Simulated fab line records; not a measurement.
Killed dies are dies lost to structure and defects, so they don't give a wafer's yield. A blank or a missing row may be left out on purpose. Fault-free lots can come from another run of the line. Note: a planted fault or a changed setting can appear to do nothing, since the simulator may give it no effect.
fab line records	flow nandHarc
record: lots: 15	wafers: 45	lastDay: 32
route steps=1302 shown P_START@1 P_ZERO_WELL@11 P_STI@91
lots untouched by any fault: they come from a run of this same line in which no faults occurred
startH: hours from the record's opening day to when the first of the lot's shown wafers began	waitH: hours from the lot's prior step to this one	" identical to the entry in the row above	L1.1+2: a row that stands for several wafers	- value missing, or start not given	* or withheld: withheld	< > ~ a bound
route shown NAME@n: NAME is a module with steps in the file, n the number in the route of the first one	usual: average and standard deviation across the fault-free wafers	same: alike in all rows	chamber/n: place in a boat	sites: readings site by site	_std_site: their standard deviation	_edge_site: inner sites' mean taken away from outer sites' mean	radiusMm: how far each site lies from the wafer's centre	mask NAME#n: copy n	behind: the most recent tool/chamber to have shaped the wafer	hold: why the lot went on hold/how many hours it stayed there/how the hold came to an end	device: whichever transistor did not switch (one of n, p or np)	end of line: tests of these same wafers at the route's end	a step with no rows: only its recipe	killed: not the wafer's yield, but the dies lost to structure and defects at the first sort	map: shows each die of a wafer: x if killed, . if not, _ if none is there
set.NAME: setting as actually run; set.NAME@STEP: the setting as run at that earlier step	model.NAME: the simulator's own value behind a step, which no gauge read
steps of the route over a sample of lots; a table a step, a row a wafer
services: from which hour (startH, from the record's first day; less than 0 if before it) a tool's chamber was out of use, for how many hours, and why
== steps ==
step: NHARC_P_START_INSPECT_01
usual: rawDefectCount: 3.5/1.6
lot.wafer	tool	chamber	startH	waitH	rawDefectCount
L399.3	defectInspect-01	-	20.04	-	2
L399.4	"	-	"	"	2
L399.6	"	-	"	"	2
L401.1	defectInspect-01	-	40.04	-	4
L401.4	"	-	"	"	1
L401.5	"	-	"	"	6
L403.1	defectInspect-02	-	60.04	-	2
L403.3	"	-	"	"	4
L403.4	"	-	"	"	4
L404.1	defectInspect-01	-	70.04	-	3
L404.5	"	-	"	"	3
L404.6	"	-	"	"	5
L405.2	defectInspect-02	-	80.04	-	5
L405.3	"	-	"	"	2
L405.6	"	-	"	"	2
L407.1	defectInspect-01	-	100.04	-	4
L407.3	"	-	"	"	3
L407.4	"	-	"	"	4
L408.2	defectInspect-01	-	110.04	-	3
L408.5	"	-	"	"	1
L408.6	"	-	"	"	4
L409.1	defectInspect-01	-	120.03	-	3
L409.4	"	-	"	"	3
L409.6	"	-	"	"	4
L410.1	defectInspect-01	-	130.04	-	4
L410.3	"	-	"	"	2
L410.4	"	-	"	"	6
L411.2	defectInspect-02	-	140.04	-	3
L411.5	"	-	"	"	7
L411.6	"	-	"	"	5
L413.1	defectInspect-01	-	160.04	-	3
L413.2	"	-	"	"	3
L413.4	"	-	"	"	0
L414.3	defectInspect-02	-	170.05	-	4
L414.4	"	-	"	"	7
L414.6	"	-	"	"	3
L415.1	defectInspect-02	-	180.04	-	3
L415.3	"	-	"	"	4
L415.5	"	-	"	"	5
L416.3	defectInspect-01	-	190.05	-	3
L416.4	"	-	"	"	3
L416.6	"	-	"	"	4
L418.4	defectInspect-01	-	210.05	-	3
L418.5	"	-	"	"	4
L418.6	"	-	"	"	1
step: NHARC_P_ZERO_WELL_EXPOSE_08
recipe: na: 0.55	targetCdNm: 500	doseMj: 33.8	maskId: P_ZERO
usual: exposureDoseMJCm2: 33.79/0.035	focusOffsetNm: 0.1/0.62	na: 0.55/0
lot.wafer	tool	chamber	startH	waitH	mask	exposureDoseMJCm2	focusOffsetNm	na
L399.3	krfScanner-02	0	20.98	-	P_ZERO#0	33.79	0.0	0.55
L399.4	"	0	"	"	P_ZERO#0	33.79	0.6	0.55
L399.6	"	0	"	"	P_ZERO#0	33.79	1.6	0.55
L401.1	krfScanner-02	0	41.09	-	P_ZERO#0	33.84	-0.8	0.55
L401.4	"	0	"	"	P_ZERO#0	33.84	-0.7	0.55
L401.5	"	0	"	"	P_ZERO#0	33.82	-0.7	0.55
L403.1	krfScanner-04	0	60.97	-	P_ZERO#0	33.84	0.7	0.55
L403.3	"	0	"	"	P_ZERO#0	33.80	0.3	0.55
L403.4	"	0	"	"	P_ZERO#0	33.78	0.2	0.55
L404.1	krfScanner-04	0	71.07	-	P_ZERO#0	33.84	0.8	0.55
L404.5	"	0	"	"	P_ZERO#0	33.87	0.5	0.55
L404.6	"	0	"	"	P_ZERO#0	33.85	0.6	0.55
L405.2	krfScanner-04	0	81.08	-	P_ZERO#0	33.81	-0.1	0.55
L405.3	"	0	"	"	P_ZERO#0	33.77	0.1	0.55
L405.6	"	0	"	"	P_ZERO#0	33.78	0.3	0.55
L407.1	krfScanner-02	0	101.24	-	P_ZERO#0	33.82	1.2	0.55
L407.3	"	0	"	"	P_ZERO#0	33.80	0.1	0.55
L407.4	"	0	"	"	P_ZERO#0	33.78	0.5	0.55
L408.2	krfScanner-01	0	111.09	-	P_ZERO#0	33.76	0.6	0.55
L408.5	"	0	"	"	P_ZERO#0	33.82	1.0	0.55
L408.6	"	0	"	"	P_ZERO#0	33.81	0.5	0.55
L409.1	krfScanner-04	0	121.09	-	P_ZERO#0	33.83	0.6	0.55
L409.4	"	0	"	"	P_ZERO#0	33.84	-0.1	0.55
L409.6	"	0	"	"	P_ZERO#0	33.77	-0.5	0.55
L410.1	krfScanner-01	0	131.09	-	P_ZERO#0	33.74	0.3	0.55
L410.3	"	0	"	"	P_ZERO#0	33.79	0.0	0.55
L410.4	"	0	"	"	P_ZERO#0	33.80	0.4	0.55
L411.2	krfScanner-04	0	141.10	-	P_ZERO#0	33.72	0.9	0.55
L411.5	"	0	"	"	P_ZERO#0	33.75	0.5	0.55
L411.6	"	0	"	"	P_ZERO#0	33.76	0.5	0.55
L413.1	krfScanner-01	-	161.09	-	P_ZERO#0	-	-	-
L413.2	"	-	"	"	P_ZERO#0	-	-	-
L413.4	"	-	"	"	P_ZERO#0	-	-	-
L414.3	krfScanner-02	-	171.13	-	P_ZERO#0	-	-	-
L414.4	"	-	"	"	P_ZERO#0	-	-	-
L414.6	"	-	"	"	P_ZERO#0	-	-	-
L415.1	krfScanner-04	-	181.11	-	P_ZERO#0	-	-	-
L415.3	"	-	"	"	P_ZERO#0	-	-	-
L415.5	"	-	"	"	P_ZERO#0	-	-	-
L416.3	krfScanner-01	0	191.11	-	P_ZERO#0	33.80	0.7	0.55
L416.4	"	0	"	"	P_ZERO#0	33.84	0.7	0.55
L416.6	"	0	"	"	P_ZERO#0	33.85	0.1	0.55
L418.4	krfScanner-01	0	211.11	-	P_ZERO#0	33.72	0.0	0.55
L418.5	"	0	"	"	P_ZERO#0	33.78	1.0	0.55
L418.6	"	0	"	"	P_ZERO#0	33.79	0.7	0.55
step: NHARC_P_ZERO_WELL_DESCUM_54
recipe: timeS: 3	o2FlowSccm: 200	arFlowSccm: 0	biasPowerW: 0	chemistry: O2
usual: drypumpMotorCurrentA: 5.6/0.38	oesProductAu: 0.997/0.0098	rfVppV: 57.7/0.96	showerheadPlenumPTorr: 1.91/0.072	throttleValvePct: 11.312/0.0092
lot.wafer	tool	chamber	startH	waitH	drypumpMotorCurrentA	oesProductAu	rfHoursCounterH	rfVppV	showerheadPlenumPTorr	throttleValvePct
L399.4	rieDiel-11	1	28.56	-	5.5	1.002	44	57.0	2.06	11.300
L399.3	"	3	"	"	5.2	0.990	40	57.0	1.86	11.315
L399.6	"	0	"	"	6.1	1.008	-	55.6	1.80	11.308
L401.4	rieDiel-03	3	45.99	-	5.9	0.990	36	58.1	1.84	11.315
L401.1	"	0	"	"	5.9	0.999	33	56.8	1.88	11.317
L401.5	"	2	"	"	5.9	0.996	-	57.9	1.99	11.313
L403.1	rieDiel-13	1	65.81	-	5.9	0.989	30	57.8	1.90	11.296
L403.3	"	3	"	"	5.5	1.002	29	58.4	1.96	11.309
L403.4	"	0	"	"	5.3	1.005	32	56.9	1.96	11.310
L404.1	rieDiel-03	3	75.93	-	5.9	0.990	46	56.8	1.83	11.298
L404.6	"	1	"	"	5.0	1.003	-	56.9	1.86	11.291
L404.5	"	2	"	"	5.8	1.002	-	58.6	1.99	11.306
L405.2	rieDiel-03	0	88.46	-	5.9	1.004	48	57.2	1.87	11.309
L405.3	"	3	"	"	5.9	0.984	52	55.8	1.83	11.322
L405.6	"	3	"	"	5.9	0.981	-	58.5	1.83	11.301
L407.1	rieDiel-13	0	106.33	-	5.3	0.986	42	58.1	1.96	11.314
L407.3	"	1	"	"	5.9	0.976	43	57.3	1.89	11.312
L407.4	"	2	"	"	5.1	1.010	28	58.1	2.00	11.291
L408.2	rieDiel-03	3	116.03	-	5.9	0.992	0	56.7	1.83	11.322
L408.6	"	3	"	"	5.9	0.985	-	56.8	1.83	11.324
L408.5	"	0	"	"	5.9	0.999	-	59.0	1.87	11.326
L409.1	rieDiel-03	1	126.06	-	5.1	0.998	4	56.4	1.85	11.324
L409.4	"	2	"	"	5.9	1.019	3	59.2	1.99	11.311
L409.6	"	1	"	"	5.1	1.003	-	58.0	1.85	11.310
L410.1	rieDiel-13	2	135.68	-	5.2	1.007	39	57.8	1.99	11.307
L410.4	"	3	"	"	5.5	0.998	53	56.2	1.95	11.322
L410.3	"	0	"	"	5.3	0.989	54	59.3	1.95	11.302
L411.2	rieDiel-03	3	145.95	-	5.9	0.974	9	58.5	1.83	11.325
L411.6	"	1	"	"	5.1	1.005	-	58.4	1.85	11.324
L411.5	"	2	"	"	5.9	1.015	-	59.7	1.98	11.316
L413.4	rieDiel-11	2	166.14	-	6.1	0.997	23	57.1	1.91	11.308
L413.2	"	3	"	"	5.2	0.998	20	59.0	1.85	11.295
L413.1	"	0	"	"	6.1	1.006	26	56.6	1.79	11.316
L414.3	rieDiel-13	2	175.85	-	5.1	1.012	0	57.9	1.99	11.300
L414.4	"	3	"	"	5.5	0.994	0	57.0	1.95	11.300
L414.6	"	2	"	"	5.1	1.023	-	58.8	1.99	11.306
L415.1	rieDiel-13	3	185.98	-	5.5	0.999	5	57.7	1.95	11.320
L415.3	"	0	"	"	5.3	0.998	4	58.9	1.95	11.327
L415.5	"	2	"	"	5.2	1.011	-	57.8	1.99	11.311
L416.3	rieDiel-11	2	196.12	-	6.1	0.986	33	56.5	1.90	11.314
L416.4	"	3	"	"	5.1	0.984	-	58.5	1.85	11.321
L416.6	"	0	"	"	6.2	0.996	-	58.6	1.79	11.297
L418.4	rieDiel-11	3	215.98	-	5.1	0.997	40	55.1	1.85	11.317
L418.6	"	3	"	"	5.2	0.984	-	57.5	1.85	11.321
L418.5	"	0	"	"	6.2	0.994	-	58.9	1.78	11.308
step: NHARC_P_STI_CD_MEAS_16
usual: cdNm: 199.1/2.8
lot.wafer	tool	chamber	startH	waitH	cdNm
L399.3	cdSem-02	-	50.22	-	199.7
L399.4	"	-	"	"	200.2
L399.6	"	-	"	"	204.1
L401.1	cdSem-03	-	65.38	-	199.7
L401.4	"	-	"	"	199.4
L401.5	"	-	"	"	200.6
L403.1	cdSem-03	-	82.60	-	201.4
L403.3	"	-	"	"	202.8
L403.4	"	-	"	"	201.1
L404.1	cdSem-03	-	93.13	-	198.2
L404.5	"	-	"	"	195.0
L404.6	"	-	"	"	198.7
L405.2	cdSem-02	-	105.53	-	191.3
L405.3	"	-	"	"	194.7
L405.6	"	-	"	"	196.4
L407.1	cdSem-01	-	125.77	-	199.9
L407.3	"	-	"	"	199.3
L407.4	"	-	"	"	197.1
L408.2	cdSem-02	-	134.41	-	195.3
L408.5	"	-	"	"	202.8
L408.6	"	-	"	"	199.8
L409.1	cdSem-01	-	147.66	-	196.7
L409.4	"	-	"	"	197.4
L409.6	"	-	"	"	200.6
L410.1	cdSem-03	-	155.10	-	200.4
L410.3	"	-	"	"	203.0
L410.4	"	-	"	"	200.9
L411.2	cdSem-01	-	167.61	-	203.3
L411.5	"	-	"	"	203.5
L411.6	"	-	"	"	202.1
L416.3	cdSem-01	-	213.20	-	197.1
L416.4	"	-	"	"	204.6
L416.6	"	-	"	"	200.5
L418.4	cdSem-01	-	233.34	-	201.0
L418.5	"	-	"	"	202.8
L418.6	"	-	"	"	200.9
== services ==
tool	chamber	startH	hours	kind
rieDiel-13	2	4.21	23.3	repair
krfScanner-04	-	10.00	4.0	pm
krfScanner-01	-	10.64	2.4	repair
rieDiel-03	1	38.90	2.5	repair
krfScanner-02	-	63.47	0.2	repair
krfScanner-02	-	64.73	0.5	repair
krfScanner-01	-	71.31	9.1	repair
rieDiel-13	-	79.83	2.3	repair
rieDiel-11	-	80.04	9.0	pm
rieDiel-03	2	88.46	4.8	repair
krfScanner-02	-	94.00	4.0	pm
rieDiel-03	-	104.38	9.0	pm
krfScanner-01	-	111.27	0.3	repair
rieDiel-03	0	119.51	4.2	repair
krfScanner-01	-	140.00	4.0	pm
rieDiel-11	-	143.45	1.7	repair
rieDiel-11	-	164.37	0.3	repair
rieDiel-03	2	166.22	3.8	repair
rieDiel-13	-	166.85	9.0	pm
krfScanner-01	-	169.85	5.5	repair
rieDiel-03	-	176.25	0.3	repair
krfScanner-04	-	182.00	4.0	pm
rieDiel-11	1	184.70	14.5	repair
rieDiel-03	-	194.11	12.6	repair
== key ==
firstSign: step: NHARC_P_ZERO_WELL_EXPOSE_08	reading: toolRecord	direction: missing
effect none on later readings
metAt NHARC_P_ZERO_WELL_EXPOSE_08
struckLots L413,L414,L415
laterRowsLeftOut L413.1,L413.2,L413.4,L414.3,L414.4,L414.6,L415.1,L415.3,L415.5
sortLeftOut L413.1,L413.2,L413.4,L414.3,L414.4,L414.6,L415.1,L415.3,L415.5
testerLeftOut L413,L414,L415
notActingAt NHARC_P_START_INSPECT_01,NHARC_P_ZERO_WELL_DESCUM_54,NHARC_P_STI_CD_MEAS_16
onsetBetween 141.10 161.09
fault: kind: skippedStepWhole	tool: krfScanner-01,krfScanner-02,krfScanner-04	chamber: -	onsetH: 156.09	steps: NHARC_P_ZERO_WELL_EXPOSE_08	scope: struckLotsOnly
testerLeftOut: of these lots the tester's yield and bins aren't shown, on N5 and GAA mostly nor the transistor test; their killed dies are dies lost to structure and defects alone, not to doping, threshold or leakage, so they don't give the yield
sortLeftOut: the simulated sort isn't trusted on such a fault, so these wafers' sort isn't shown, and their yield isn't known
laterRowsLeftOut: the simulator's readings of these wafers behind a module that went badly wrong aren't trusted and aren't shown, but for the sort
